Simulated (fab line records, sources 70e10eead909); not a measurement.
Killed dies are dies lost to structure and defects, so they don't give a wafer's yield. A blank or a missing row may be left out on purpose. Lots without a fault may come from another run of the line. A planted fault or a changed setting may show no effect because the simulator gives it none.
Chamber matching | flow nand_harc | NHARC_A_CHANNEL_HOLE_D1_DEP_01 on pecvd-04: 3 sister chambers
The step deposits SiON, target thk 140 nm. 6 wafers are shown with their chamber, then 7 later ones without.

WAFERS WITH THEIR CHAMBER
wafer  | chamber | heater_power_w (W) | susceptor_temp_C (C)
L474.2 | 1       | 846                | 400.21
L474.4 | 0       | 747                | 399.86
L477.4 | 0       | 763                | 399.77
L477.6 | 1       | 871                | 400.07
L478.1 | 2       | 768                | 399.88
L478.4 | 2       | 795                | 400.24

WAFERS WITHOUT THEIR CHAMBER
wafer  | heater_power_w (W) | susceptor_temp_C (C)
L478.6 | 886                | 400.22
L491.2 | 889                | 400.19
L491.5 | 779                | 399.88
L491.6 | 657                | 400.27
L492.2 | 884                | 399.93
L492.3 | 815                | 400.22
L492.6 | 665                | 399.84

WHICH CHAMBER EACH WENT THROUGH
wafer  | from the rows above     | in truth
L478.6 | 1                       | 1
L491.2 | 1                       | 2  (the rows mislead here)
L491.5 | can't be placed: 2 or 0 | 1
L491.6 | can't be placed: 0 or 2 | 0
L492.2 | 1                       | 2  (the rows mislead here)
L492.3 | can't be placed: 2 or 1 | 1
L492.6 | can't be placed: 0 or 2 | 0
Placed correctly: 1 of 7. Can't be placed from these rows: 4 (the true chamber is among the candidates in 3). Placed wrongly: 2.
How it was worked out, from the rows above alone: a wafer's distance from a chamber is the root of the sum, over the readings, of the square of ((its reading less the chamber's mean) divided by the reading's scatter). The wafer belongs to the nearest chamber; if the next one is less than 2 further off, it can't be placed. A chamber's mean is the mean of its shown wafers. The scatter: the root of (the sum of the squares of (reading less its chamber's mean) over the shown wafers, divided by (wafers less chambers)).
